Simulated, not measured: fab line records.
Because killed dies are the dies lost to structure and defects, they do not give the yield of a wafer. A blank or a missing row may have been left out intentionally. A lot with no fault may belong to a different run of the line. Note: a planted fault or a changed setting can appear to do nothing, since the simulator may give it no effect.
fab line records	flow n5Finfet
record lots=24	wafers=72	lastDay=19
route steps=1938 shown BEOL_M8@1333 BEOL_M9@1402
lots that met no fault: from a run of the same line without faults
startH: hours from the record's first day to the start of the lot's first wafer shown	waitH: time in hours since the lot's previous step	" unchanged from the row above	L1.1+2: several wafers, shown together as one row	- no value, or no start given	* or withheld: withheld	< > ~ a bound
route shown NAME@n: a module of which the file shows steps, and the number in the route of the first	usual: mean/standard deviation taken from wafers without a fault	same: alike in all rows	chamber/n: place in a boat	sites: the reading at each site	_std_site: their standard deviation	_edge_site: outer sites' mean less inner sites'	radiusMm: for every site, how far away it sits from the centre of the wafer	mask NAME#n: copy n	behind: the most recent tool/chamber to have shaped the wafer	hold: cause of the lot's hold/its duration in hours/its outcome	device: transistor that didn't switch, given as n, p or np	end of line: at the end of the route, the tests of the same wafers	a step given without rows: its recipe and nothing more	killed: dies lost to structure and defects at the first sort, not the wafer's yield	map: a wafer's dies, x killed, . not, _ none there
set.NAME: the run value of the setting; set.NAME@STEP: its run value at that earlier step	model.NAME: the simulator's own value behind a step, which no gauge read
route steps across a sampled set of lots; one table per step, one row per wafer
services: when a tool's chamber went out of use (startH, in hours from the record's first day, below 0 if earlier), for how many hours, and the reason
## steps
# step N5_BEOL_M8_CURE_74
# recipe tempC=385	timeS=240	ambient=He/Ar	material=SiCOH_lowk
# usual lampPowerPct=52.32/0.051	wafer_temp_C_max=386.5/0.55
lot.wafer	tool	chamber	startH	waitH	lampPowerPct	wafer_temp_C_max
L075.1	uvCure-03	0	218.96	0.1	52.37	386.5
L075.2	"	0	"	"	52.33	386.0
L075.6	"	0	"	"	52.40	387.1
L074.2	uvCure-01	2	219.18	0.1	52.31	386.4
L074.3	"	2	"	"	52.39	386.4
L074.5	"	2	"	"	52.25	386.6
L076.1	uvCure-02	2	235.71	0.0	52.24	386.5
L076.3	"	2	"	"	52.36	386.3
L076.6	"	2	"	"	52.28	387.1
L077.1	uvCure-03	0	242.49	0.0	52.24	385.7
L077.4	"	0	"	"	52.33	386.3
L077.5	"	0	"	"	52.34	386.0
L078.1	uvCure-02	0	242.65	0.0	52.29	387.0
L078.3	"	0	"	"	52.30	387.7
L078.5	"	0	"	"	52.39	387.4
L080.2	uvCure-03	0	243.20	0.1	52.43	386.9
L080.5	"	0	"	"	52.32	386.1
L080.6	"	0	"	"	52.39	386.4
L079.1	uvCure-01	0	252.37	0.0	52.23	386.6
L079.4	"	0	"	"	52.31	386.4
L079.6	"	0	"	"	52.35	386.3
L081.1	uvCure-02	0	271.35	0.0	52.27	386.8
L081.3	"	0	"	"	52.32	386.8
L081.6	"	0	"	"	52.43	387.2
L082.2	uvCure-03	0	272.33	0.1	52.31	386.5
L082.4	"	0	"	"	52.26	386.7
L082.5	"	0	"	"	52.23	386.1
L083.1	uvCure-03	0	282.93	0.0	52.36	386.6
L083.4	"	0	"	"	52.24	386.3
L083.5	"	0	"	"	52.35	385.9
L084.1	uvCure-01	1	283.37	0.0	52.35	386.8
L084.5	"	1	"	"	52.24	386.4
L084.6	"	1	"	"	52.31	387.0
L086.1	uvCure-03	2	308.13	0.0	52.34	386.8
L086.2	"	2	"	"	52.28	386.4
L086.4	"	2	"	"	52.35	386.5
L085.1	uvCure-01	0	308.26	0.0	52.44	386.1
L085.4	"	0	"	"	52.35	386.6
L085.5	"	0	"	"	52.30	386.5
L088.2	uvCure-02	1	317.25	0.1	52.29	388.3
L088.3	"	1	"	"	52.29	387.9
L088.5	"	1	"	"	52.42	387.2
L087.1	uvCure-03	0	324.33	0.1	52.27	386.1
L087.5	"	0	"	"	52.28	385.7
L087.6	"	0	"	"	52.34	385.9
L089.1	uvCure-01	2	327.38	0.0	52.25	386.5
L089.3	"	2	"	"	52.28	386.3
L089.4	"	2	"	"	52.31	385.8
L093.2	uvCure-02	0	327.74	0.1	52.30	386.5
L093.3	"	0	"	"	52.35	386.7
L093.5	"	0	"	"	52.24	386.4
L091.1	uvCure-01	1	334.14	0.0	52.35	386.2
L091.2	"	1	"	"	52.37	386.3
L091.4	"	1	"	"	52.40	386.2
L090.4	uvCure-03	1	334.80	0.3	52.31	385.8
L090.5	"	1	"	"	52.35	385.8
L090.6	"	1	"	"	52.37	386.3
L092.4	uvCure-03	0	344.11	0.3	52.28	386.2
L092.5	"	0	"	"	52.23	386.6
L092.6	"	0	"	"	52.27	386.7
L095.1	uvCure-02	1	344.50	0.0	52.36	388.8
L095.3	"	1	"	"	52.34	387.6
L095.5	"	1	"	"	52.36	386.9
L094.1	uvCure-02	0	345.57	0.0	52.33	386.5
L094.2	"	0	"	"	52.34	386.8
L094.3	"	0	"	"	52.27	387.5
L096.1	uvCure-01	2	371.47	0.0	52.36	386.1
L096.5	"	2	"	"	52.29	385.9
L096.6	"	2	"	"	52.28	386.3
L097.1	uvCure-01	2	386.50	0.0	52.37	386.3
L097.3	"	2	"	"	52.34	386.2
L097.5	"	2	"	"	52.34	386.3
# step N5_BEOL_M8_VIA_ETCH_34
# recipe chemistry=C4F6/O2	target=SiCOH_lowk	targetDepthA=1255	maskMaterial=SOC	taperDeg=4	timeS=50.5	ionEnergyEv=250	pressureMtorr=30	sourceW=345	biasW=185	Ar_flow_sccm=300	C4F6_flow_sccm=10	O2_flow_sccm=10
# usual drypumpMotorCurrentA=5.5/0.39	oesProductAu=0.82/0.066	rfVppV=662/9.9	showerheadPlenumPTorr=2.87/0.11	throttleValvePct=20.87/0.17
lot.wafer	tool	chamber	startH	waitH	drypumpMotorCurrentA	oesProductAu	rfHoursCounterH	rfVppV	showerheadPlenumPTorr	throttleValvePct
L075.1	rieDiel-01	0	226.33	0.0	5.5	0.87	32	673	2.80	20.87
L075.2	"	1	"	"	5.3	0.89	19	663	2.91	20.69
L075.6	"	0	"	"	5.5	0.85	-	675	2.80	20.86
L074.2	rieDiel-03	1	226.74	0.0	5.3	0.88	49	663	3.02	20.59
L074.3	"	2	"	"	5.6	0.75	137	653	2.74	21.04
L074.5	"	1	"	"	5.3	0.89	-	662	3.02	20.59
L076.1	rieDiel-04	3	239.27	0.0	5.9	0.90	27	652	3.01	20.88
L076.3	"	0	"	"	5.1	0.94	6	663	2.81	20.95
L076.6	"	0	"	"	5.1	0.94	-	664	2.81	20.92
L080.2	rieDiel-04	2	245.78	0.0	5.5	0.79	114	665	2.87	20.64
L080.5	"	3	"	"	5.9	0.88	-	650	3.01	20.89
L080.6	"	0	"	"	5.1	0.92	-	662	2.81	20.92
L078.1	rieDiel-04	1	246.18	0.0	6.5	0.84	71	672	2.78	21.24
L078.3	"	0	"	"	5.1	0.92	8	664	2.81	20.93
L078.5	"	0	"	"	5.1	0.91	-	664	2.81	20.91
L077.1	rieDiel-01	1	246.18	0.0	5.2	0.88	25	665	2.90	20.69
L077.4	"	2	"	"	6.0	0.98	6	652	3.03	20.83
L077.5	"	3	"	"	5.0	0.87	-	660	2.89	20.68
L079.1	rieDiel-04	3	258.62	0.0	5.9	0.88	33	651	3.00	20.88
L079.4	"	0	"	"	5.1	0.92	12	662	2.81	20.93
L079.6	"	2	"	"	5.5	0.78	-	663	2.87	20.65
L081.1	rieDiel-04	3	275.56	0.0	5.8	0.87	39	651	3.00	20.91
L081.3	"	1	"	"	6.5	0.83	81	672	2.78	21.23
L081.6	"	3	"	"	5.8	0.87	-	651	3.00	20.89
L082.2	rieDiel-03	0	278.05	0.0	5.4	0.74	161	685	2.73	20.90
L082.4	"	3	"	"	5.4	0.75	119	653	2.96	20.70
L082.5	"	1	"	"	5.3	0.85	-	663	3.01	20.62
L083.1	rieDiel-01	2	288.01	0.0	6.0	0.94	20	652	3.02	20.88
L083.4	"	2	"	"	5.9	0.93	-	652	3.02	20.86
L083.5	"	0	"	"	5.5	0.83	-	673	2.79	20.89
L084.1	rieDiel-01	0	288.41	0.0	5.5	0.84	53	673	2.79	20.91
L084.5	"	0	"	"	5.5	0.83	-	674	2.79	20.89
L084.6	"	2	"	"	5.9	0.93	-	652	3.02	20.86
L086.1	rieDiel-01	3	317.20	0.0	5.0	0.84	80	657	2.87	20.72
L086.2	"	0	"	"	5.5	0.81	63	672	2.78	20.90
L086.4	"	1	"	"	5.2	0.85	48	663	2.89	20.73
L085.1	rieDiel-01	2	318.00	0.0	6.0	0.90	30	651	3.02	20.86
L085.4	"	1	"	"	5.2	0.84	49	663	2.89	20.74
L085.5	"	1	"	"	5.2	0.84	-	663	2.89	20.73
L088.2	rieDiel-03	0	320.24	0.0	5.3	0.73	176	687	2.72	20.94
L088.3	"	3	"	"	5.5	0.74	131	652	2.96	20.69
L088.5	"	3	"	"	5.5	0.74	-	651	2.96	20.72
L087.1	rieDiel-04	3	329.00	0.0	5.9	0.85	57	651	2.99	20.92
L087.5	"	0	"	"	5.1	0.85	-	664	2.80	20.95
L087.6	"	3	"	"	5.9	0.85	-	650	2.99	20.93
L089.1	rieDiel-03	0	331.56	0.0	5.3	0.72	181	685	2.72	20.93
L089.3	"	3	"	"	5.4	0.73	136	651	2.96	20.72
L089.4	"	2	"	"	5.6	0.73	172	653	2.73	21.07
L093.2	rieDiel-03	0	331.96	0.0	5.4	0.72	181	685	2.72	20.93
L093.3	"	3	"	"	5.5	0.74	136	652	2.96	20.71
L093.5	"	2	"	"	5.6	0.72	-	653	2.73	21.09
L091.1	rieDiel-04	0	339.03	0.0	5.2	0.85	40	664	2.79	20.98
L091.2	"	3	"	"	5.9	0.85	62	651	2.99	20.93
L091.4	"	3	"	"	5.8	0.84	-	649	2.99	20.94
L090.4	rieDiel-03	0	340.54	0.0	5.4	0.72	184	687	2.72	20.94
L090.5	"	0	"	"	5.4	0.71	-	686	2.72	20.94
L090.6	"	1	"	"	5.3	0.83	-	663	3.00	20.65
L095.1	rieDiel-04	2	347.96	0.0	5.5	0.76	139	662	2.86	20.69
L095.3	"	3	"	"	5.9	0.83	65	650	2.99	20.94
L095.5	"	2	"	"	5.5	0.77	-	663	2.86	20.67
L094.1	rieDiel-01	3	349.43	0.0	5.0	0.82	92	659	2.87	20.75
L094.2	"	2	"	"	5.9	0.89	41	652	3.01	20.90
L094.3	"	0	"	"	5.5	0.81	75	673	2.78	20.92
L092.4	rieDiel-03	1	349.51	0.0	5.3	0.82	93	663	3.00	20.65
L092.5	"	0	"	"	5.4	0.72	-	686	2.72	20.94
L092.6	"	1	"	"	5.3	0.83	-	663	3.00	20.67
L096.1	rieDiel-01	1	374.58	0.0	5.2	0.82	69	662	2.88	20.78
L096.5	"	1	"	"	5.3	0.81	-	663	2.88	20.76
L096.6	"	2	"	"	6.0	0.87	-	652	3.01	20.89
L097.1	rieDiel-03	2	395.59	0.0	5.6	0.71	192	653	2.72	21.11
L097.3	"	3	"	"	5.5	0.72	157	650	2.95	20.74
L097.5	"	2	"	"	5.6	0.71	-	653	2.72	21.11
# step N5_BEOL_M8_CD_MEAS_35
# recipe targetCdNm=40	polarity=opening
# usual cdNm=40.1/0.57
lot.wafer	tool	chamber	startH	waitH	cdNm
L075.1	cdSem-02	-	226.73	0.0	39.2
L075.2	"	-	"	"	40.3
L075.6	"	-	"	"	40.3
L074.2	cdSem-01	-	227.16	0.0	40.3
L074.3	"	-	"	"	40.9
L074.5	"	-	"	"	40.0
L076.1	cdSem-03	-	239.67	0.0	39.5
L076.3	"	-	"	"	40.3
L076.6	"	-	"	"	39.3
L080.2	cdSem-03	-	246.18	0.0	41.3
L080.5	"	-	"	"	40.7
L080.6	"	-	"	"	40.0
L078.1	cdSem-01	-	246.58	0.0	39.8
L078.3	"	-	"	"	39.2
L078.5	"	-	"	"	40.5
L077.1	cdSem-02	-	246.59	0.0	42.0
L077.4	"	-	"	"	40.9
L077.5	"	-	"	"	40.8
L079.1	cdSem-03	-	259.02	0.0	40.6
L079.4	"	-	"	"	40.2
L079.6	"	-	"	"	40.9
L081.1	cdSem-02	-	275.96	0.0	41.1
L081.3	"	-	"	"	39.6
L081.6	"	-	"	"	40.5
L082.2	cdSem-02	-	278.46	0.0	41.4
L082.4	"	-	"	"	39.7
L082.5	"	-	"	"	40.4
L083.1	cdSem-01	-	288.41	0.0	40.0
L083.4	"	-	"	"	40.0
L083.5	"	-	"	"	39.7
L084.1	cdSem-02	-	288.82	0.0	39.8
L084.5	"	-	"	"	40.7
L084.6	"	-	"	"	40.0
L086.1	cdSem-01	-	317.60	0.0	40.6
L086.2	"	-	"	"	40.0
L086.4	"	-	"	"	40.1
L085.1	cdSem-02	-	318.41	0.0	39.8
L085.4	"	-	"	"	40.8
L085.5	"	-	"	"	40.4
L088.2	cdSem-02	-	320.64	0.0	40.2
L088.3	"	-	"	"	40.0
L088.5	"	-	"	"	40.0
L087.1	cdSem-02	-	329.40	0.0	40.2
L087.5	"	-	"	"	41.1
L087.6	"	-	"	"	40.3
L089.1	cdSem-03	-	332.07	0.0	40.6
L089.3	"	-	"	"	40.9
L089.4	"	-	"	"	40.2
L093.2	cdSem-03	-	332.36	0.0	40.5
L093.3	"	-	"	"	40.0
L093.5	"	-	"	"	40.2
L091.1	cdSem-03	-	339.43	0.0	40.1
L091.2	"	-	"	"	39.6
L091.4	"	-	"	"	39.0
L090.4	cdSem-01	-	340.95	0.0	41.0
L090.5	"	-	"	"	39.3
L090.6	"	-	"	"	40.9
L095.1	cdSem-03	-	348.37	0.0	39.4
L095.3	"	-	"	"	39.1
L095.5	"	-	"	"	39.9
L094.1	cdSem-03	-	349.84	0.0	39.2
L094.2	"	-	"	"	40.1
L094.3	"	-	"	"	39.3
L092.4	cdSem-03	-	349.92	0.0	39.1
L092.5	"	-	"	"	40.1
L092.6	"	-	"	"	40.2
L096.1	cdSem-02	-	374.98	0.0	39.5
L096.5	"	-	"	"	39.0
L096.6	"	-	"	"	39.6
L097.1	cdSem-01	-	395.99	0.0	40.2
L097.3	"	-	"	"	40.7
L097.5	"	-	"	"	40.6
# step N5_BEOL_M9_CURE_71
# recipe tempC=385	timeS=240	ambient=He/Ar	material=SiCOH_lowk
# usual lampPowerPct=52.31/0.058	wafer_temp_C_max=386.6/0.45
lot.wafer	tool	chamber	startH	waitH	lampPowerPct	wafer_temp_C_max
L075.1	uvCure-01	0	230.35	0.0	52.32	386.2
L075.2	"	0	"	"	52.30	385.9
L075.6	"	0	"	"	52.39	386.1
L074.2	uvCure-01	1	232.30	0.1	52.32	386.0
L074.3	"	1	"	"	52.30	385.9
L074.5	"	1	"	"	52.27	386.2
L076.1	uvCure-01	0	242.22	0.0	52.26	386.2
L076.3	"	0	"	"	52.39	386.7
L076.6	"	0	"	"	52.29	386.4
L080.2	uvCure-03	1	250.84	0.2	52.31	385.8
L080.5	"	1	"	"	52.36	386.1
L080.6	"	1	"	"	52.29	386.6
L078.1	uvCure-03	2	251.24	0.1	52.36	386.9
L078.3	"	2	"	"	52.37	386.1
L078.5	"	2	"	"	52.26	386.9
L077.1	uvCure-01	2	251.59	0.0	52.26	386.1
L077.4	"	2	"	"	52.30	385.9
L077.5	"	2	"	"	52.28	385.5
L079.1	uvCure-03	2	261.90	0.3	52.26	386.2
L079.4	"	2	"	"	52.16	386.8
L079.6	"	2	"	"	52.25	385.7
L081.1	uvCure-01	1	279.66	0.0	52.30	386.3
L081.3	"	1	"	"	52.28	386.6
L081.6	"	1	"	"	52.30	386.7
L082.2	uvCure-03	1	280.69	0.1	52.29	386.4
L082.4	"	1	"	"	52.22	386.5
L082.5	"	1	"	"	52.34	386.1
L083.1	uvCure-01	1	294.66	0.0	52.34	386.6
L083.4	"	1	"	"	52.35	386.4
L083.5	"	1	"	"	52.29	386.8
L084.1	uvCure-02	0	295.05	0.0	52.31	386.6
L084.5	"	0	"	"	52.41	386.7
L084.6	"	0	"	"	52.35	386.4
L086.1	uvCure-02	2	320.45	0.0	52.33	387.1
L086.2	"	2	"	"	52.33	386.5
L086.4	"	2	"	"	52.31	386.5
L085.1	uvCure-01	1	321.52	0.0	52.29	386.4
L085.4	"	1	"	"	52.22	386.2
L085.5	"	1	"	"	52.33	386.9
L088.2	uvCure-01	0	324.13	0.1	52.31	385.6
L088.3	"	0	"	"	52.32	386.6
L088.5	"	0	"	"	52.26	386.0
L087.1	uvCure-03	2	332.71	0.1	52.34	386.1
L087.5	"	2	"	"	52.41	386.8
L087.6	"	2	"	"	52.35	387.2
L089.1	uvCure-02	2	334.85	0.0	52.35	387.1
L089.3	"	2	"	"	52.37	387.0
L089.4	"	2	"	"	52.32	386.1
L093.2	uvCure-02	2	335.63	0.1	52.25	386.9
L093.3	"	2	"	"	52.29	386.5
L093.5	"	2	"	"	52.42	386.6
L091.1	uvCure-01	0	343.07	0.1	52.27	386.1
L091.2	"	0	"	"	52.25	386.1
L091.4	"	0	"	"	52.41	385.9
L090.4	uvCure-03	2	345.28	0.3	52.24	386.3
L090.5	"	2	"	"	52.33	386.4
L090.6	"	2	"	"	52.28	386.9
L095.1	uvCure-02	1	351.71	0.0	52.34	387.1
L095.3	"	1	"	"	52.38	387.7
L095.5	"	1	"	"	52.28	387.2
L094.1	uvCure-01	2	352.21	0.0	52.23	386.5
L094.2	"	2	"	"	52.36	386.9
L094.3	"	2	"	"	52.44	386.3
L092.4	uvCure-02	0	354.27	0.3	52.29	386.8
L092.5	"	0	"	"	52.37	386.9
L092.6	"	0	"	"	52.36	387.3
L096.1	uvCure-01	1	381.24	0.0	52.42	387.2
L096.5	"	1	"	"	52.26	386.9
L096.6	"	1	"	"	52.32	386.6
L097.1	uvCure-02	1	400.27	0.1	52.24	387.3
L097.3	"	1	"	"	52.30	386.9
L097.5	"	1	"	"	52.33	387.4
# step N5_BEOL_M9_OVL_MEAS_12
# recipe pointsPerWafer=44
# usual M9_OVL=-0.1/0.8
lot.wafer	tool	chamber	startH	waitH	M9_OVL[nm]
L075.1	overlay-01	0	232.10	0.0	0.8
L075.2	"	0	"	"	-1.1
L075.6	"	0	"	"	-1.1
L074.2	overlay-02	0	234.11	0.0	1.3
L074.3	"	0	"	"	-0.3
L074.5	"	0	"	"	0.3
L076.1	overlay-02	0	243.77	0.0	0.3
L076.3	"	0	"	"	0.1
L076.6	"	0	"	"	0.3
L080.2	overlay-02	0	251.77	0.0	-1.2
L080.5	"	0	"	"	0.8
L080.6	"	0	"	"	-1.0
L078.1	overlay-01	0	254.36	0.0	-0.2
L078.3	"	0	"	"	-1.3
L078.5	"	0	"	"	-0.2
L077.1	overlay-01	0	254.59	0.0	-0.4
L077.4	"	0	"	"	-0.4
L077.5	"	0	"	"	0.4
L079.1	overlay-02	0	267.44	0.0	0.8
L079.4	"	0	"	"	-0.2
L079.6	"	0	"	"	0.3
L081.1	overlay-02	0	282.04	0.0	-1.2
L081.3	"	0	"	"	-0.7
L081.6	"	0	"	"	0.1
L082.2	overlay-02	0	282.26	0.0	1.6
L082.4	"	0	"	"	1.5
L082.5	"	0	"	"	-0.8
L084.1	overlay-01	0	298.08	0.0	-0.5
L084.5	"	0	"	"	-0.5
L084.6	"	0	"	"	-0.5
L083.1	overlay-01	0	298.25	0.0	-1.2
L083.4	"	0	"	"	0.7
L083.5	"	0	"	"	-1.2
L086.1	overlay-01	0	322.09	0.0	1.2
L086.2	"	0	"	"	-0.7
L086.4	"	0	"	"	-0.2
L085.1	overlay-01	0	323.19	0.0	0.3
L085.4	"	0	"	"	1.0
L085.5	"	0	"	"	-0.5
L088.2	overlay-01	0	325.82	0.0	-1.9
L088.3	"	0	"	"	-0.9
L088.5	"	0	"	"	-1.3
L087.1	overlay-01	0	335.91	0.0	-1.2
L087.5	"	0	"	"	-0.7
L087.6	"	0	"	"	-0.3
L089.1	overlay-02	0	336.67	0.0	-0.7
L089.3	"	0	"	"	-0.9
L089.4	"	0	"	"	0.8
L093.2	overlay-01	0	337.15	0.0	-0.8
L093.3	"	0	"	"	0.8
L093.5	"	0	"	"	0.4
L091.1	overlay-01	0	345.82	0.0	0.2
L091.2	"	0	"	"	-1.4
L091.4	"	0	"	"	-1.3
L090.4	overlay-02	0	346.94	0.0	-0.5
L090.5	"	0	"	"	-0.2
L090.6	"	0	"	"	-1.1
L095.1	overlay-01	0	355.95	0.0	-0.7
L095.3	"	0	"	"	-0.9
L095.5	"	0	"	"	-0.4
L094.1	overlay-01	0	356.60	0.0	-1.1
L094.2	"	0	"	"	1.4
L094.3	"	0	"	"	-0.9
L092.4	overlay-02	0	357.00	0.0	-0.4
L092.5	"	0	"	"	0.3
L092.6	"	0	"	"	-0.5
L096.1	overlay-02	0	383.95	0.0	1.1
L096.5	"	0	"	"	0.2
L096.6	"	0	"	"	1.0
L097.1	overlay-01	0	402.74	0.0	0.8
L097.3	"	0	"	"	1.0
L097.5	"	0	"	"	0.6
# step N5_BEOL_M9_ETCH_66
# recipe chemistry=N2/H2	target=SOC	targetDepthA=800	overetchA=160	maskMaterial=SiARC	tempC=40	timeS=120	ionEnergyEv=200	pressureMtorr=30	sourceW=840	biasW=150	n2FlowSccm=200	h2FlowSccm=200
# usual drypumpMotorCurrentA=5.6/0.41	oesProductAu=0.60/0.061	rfVppV=523.5/1.9	showerheadPlenumPTorr=2.53/0.064	throttleValvePct=17.79/0.23
lot.wafer	tool	chamber	startH	waitH	drypumpMotorCurrentA	oesProductAu	rfHoursCounterH	rfVppV	showerheadPlenumPTorr	throttleValvePct
L075.1	rieDiel-02	3	233.18	0.0	5.7	0.70	12	521.7	2.50	17.70
L075.2	"	2	"	"	6.1	0.57	173	524.1	2.54	17.79
L075.6	"	3	"	"	5.7	0.70	-	522.6	2.50	17.70
L074.2	rieDiel-02	2	235.78	0.0	6.0	0.58	174	522.4	2.54	17.77
L074.3	"	3	"	"	5.6	0.70	13	522.1	2.50	17.70
L074.5	"	2	"	"	6.0	0.57	-	524.9	2.54	17.78
L076.1	rieDiel-02	1	245.56	0.0	5.7	0.64	67	521.8	2.49	17.87
L076.3	"	0	"	"	5.1	0.54	204	524.9	2.61	18.12
L076.6	"	1	"	"	5.6	0.63	-	523.6	2.49	17.88
L080.2	rieDiel-05	3	253.77	0.0	5.1	0.74	4	522.0	2.48	17.72
L080.5	"	2	"	"	6.2	0.63	-	524.6	2.60	17.59
L080.6	"	1	"	"	5.6	0.54	-	525.7	2.62	17.79
L078.1	rieDiel-05	3	256.12	0.0	5.1	0.73	5	522.4	2.48	17.73
L078.3	"	0	"	"	5.3	0.63	100	521.8	2.44	17.27
L078.5	"	0	"	"	5.3	0.62	-	521.6	2.44	17.27
L077.1	rieDiel-02	1	258.17	0.0	5.6	0.63	70	521.1	2.48	17.88
L077.4	"	3	"	"	5.6	0.69	21	522.5	2.50	17.71
L077.5	"	2	"	"	6.0	0.57	-	524.4	2.53	17.80
L079.1	rieDiel-06	3	270.12	0.0	5.7	0.55	205	526.6	2.62	17.96
L079.4	"	2	"	"	5.6	0.56	199	525.4	2.63	17.96
L079.6	"	2	"	"	5.7	0.56	-	526.1	2.63	17.97
L081.1	rieDiel-02	0	284.72	0.0	5.1	0.54	213	526.0	2.60	18.15
L081.3	"	2	"	"	6.0	0.56	190	523.5	2.53	17.79
L081.6	"	0	"	"	5.1	0.53	-	525.5	2.60	18.15
L082.2	rieDiel-05	0	284.80	0.0	5.2	0.62	109	520.1	2.44	17.29
L082.4	"	2	"	"	6.2	0.62	84	525.0	2.59	17.61
L082.5	"	2	"	"	6.2	0.62	-	524.3	2.59	17.61
L083.1	rieDiel-05	3	301.18	0.0	5.1	0.70	17	522.3	2.48	17.74
L083.4	"	0	"	"	5.2	0.61	113	521.8	2.44	17.28
L083.5	"	0	"	"	5.3	0.61	-	521.9	2.44	17.29
L084.1	rieDiel-05	2	301.68	0.0	6.2	0.62	88	524.7	2.59	17.62
L084.5	"	1	"	"	5.6	0.53	-	526.4	2.61	17.81
L084.6	"	0	"	"	5.2	0.61	-	521.1	2.44	17.30
L086.1	rieDiel-05	1	323.57	0.0	5.6	0.53	249	527.3	2.61	17.82
L086.2	"	0	"	"	5.2	0.61	120	521.1	2.43	17.31
L086.4	"	1	"	"	5.6	0.53	-	526.8	2.61	17.80
L085.1	rieDiel-05	0	324.20	0.0	5.2	0.62	120	522.1	2.43	17.30
L085.4	"	1	"	"	5.6	0.53	-	524.0	2.61	17.83
L085.5	"	0	"	"	5.2	0.61	-	520.3	2.43	17.31
L088.2	rieDiel-02	2	329.01	0.0	6.1	0.56	202	522.9	2.52	17.84
L088.3	"	3	"	"	5.6	0.65	41	521.7	2.49	17.75
L088.5	"	3	"	"	5.6	0.65	-	521.6	2.49	17.74
L087.1	rieDiel-05	3	338.52	0.0	5.1	0.69	25	522.4	2.48	17.76
L087.5	"	2	"	"	6.2	0.61	-	525.3	2.59	17.63
L087.6	"	3	"	"	5.1	0.69	-	523.7	2.48	17.76
L089.1	rieDiel-06	1	338.57	0.0	6.5	0.71	9	522.9	2.52	17.69
L089.3	"	0	"	"	5.2	0.59	156	521.4	2.44	18.16
L089.4	"	2	"	"	5.6	0.55	223	525.4	2.62	18.00
L093.2	rieDiel-02	3	338.89	0.0	5.7	0.65	45	522.5	2.49	17.77
L093.3	"	1	"	"	5.7	0.60	93	523.2	2.48	17.93
L093.5	"	2	"	"	6.0	0.55	-	522.4	2.52	17.84
L091.1	rieDiel-06	3	347.41	0.0	5.6	0.54	232	526.4	2.61	18.00
L091.2	"	2	"	"	5.6	0.54	225	527.8	2.62	18.00
L091.4	"	1	"	"	6.5	0.71	12	523.2	2.52	17.70
L090.4	rieDiel-02	3	350.37	0.0	5.6	0.64	49	522.4	2.49	17.76
L090.5	"	3	"	"	5.7	0.65	-	522.1	2.49	17.75
L090.6	"	2	"	"	6.0	0.55	-	523.3	2.52	17.83
L094.1	rieDiel-06	3	359.35	0.0	5.7	0.54	236	525.2	2.61	18.02
L094.2	"	2	"	"	5.6	0.55	229	525.9	2.61	18.04
L094.3	"	1	"	"	6.6	0.70	13	521.6	2.51	17.71
L092.4	rieDiel-05	0	360.04	0.0	5.3	0.60	133	521.3	2.43	17.31
L092.5	"	2	"	"	6.2	0.61	-	524.6	2.58	17.64
L092.6	"	3	"	"	5.1	0.68	-	523.4	2.47	17.78
L095.1	rieDiel-02	2	360.16	0.0	6.1	0.55	212	523.8	2.52	17.85
L095.3	"	3	"	"	5.6	0.64	51	523.4	2.49	17.76
L095.5	"	3	"	"	5.6	0.65	-	521.5	2.49	17.77
L096.1	rieDiel-06	1	385.67	0.0	6.5	0.69	20	522.6	2.51	17.72
L096.5	"	3	"	"	5.7	0.52	-	527.0	2.60	18.02
L096.6	"	0	"	"	5.2	0.56	-	521.3	2.44	18.16
L097.1	rieDiel-02	0	408.72	0.0	5.1	0.51	248	526.5	2.59	18.22
L097.3	"	2	"	"	6.1	0.55	226	522.8	2.51	17.86
L097.5	"	0	"	"	5.1	0.51	-	525.2	2.59	18.20
## services
tool	chamber	startH	hours	kind
rieDiel-02	3	205.74	6.4	repair
rieDiel-02	0	207.35	34.2	repair
uvCure-03	-	223.44	1.0	pm
rieDiel-01	2	246.55	8.5	repair
rieDiel-02	-	257.56	0.3	repair
rieDiel-05	2	260.27	5.0	repair
uvCure-01	-	260.68	1.3	repair
rieDiel-02	0	271.01	5.8	repair
uvCure-02	-	275.49	9.4	repair
rieDiel-01	1	287.24	4.2	repair
rieDiel-06	-	295.07	0.1	repair
rieDiel-03	3	307.29	5.7	repair
rieDiel-05	3	319.91	10.7	repair
rieDiel-04	2	323.48	19.8	repair
rieDiel-02	1	328.63	4.6	repair
uvCure-01	-	330.93	2.8	pm
uvCure-01	-	355.45	0.7	repair
rieDiel-02	0	358.37	6.8	repair
rieDiel-05	-	361.43	1.6	repair
rieDiel-03	1	365.16	4.2	repair
rieDiel-01	-	366.85	0.9	repair
rieDiel-02	-	370.37	2.8	pm
rieDiel-03	2	375.72	4.9	repair
rieDiel-04	-	381.01	2.8	pm
## key
fault none
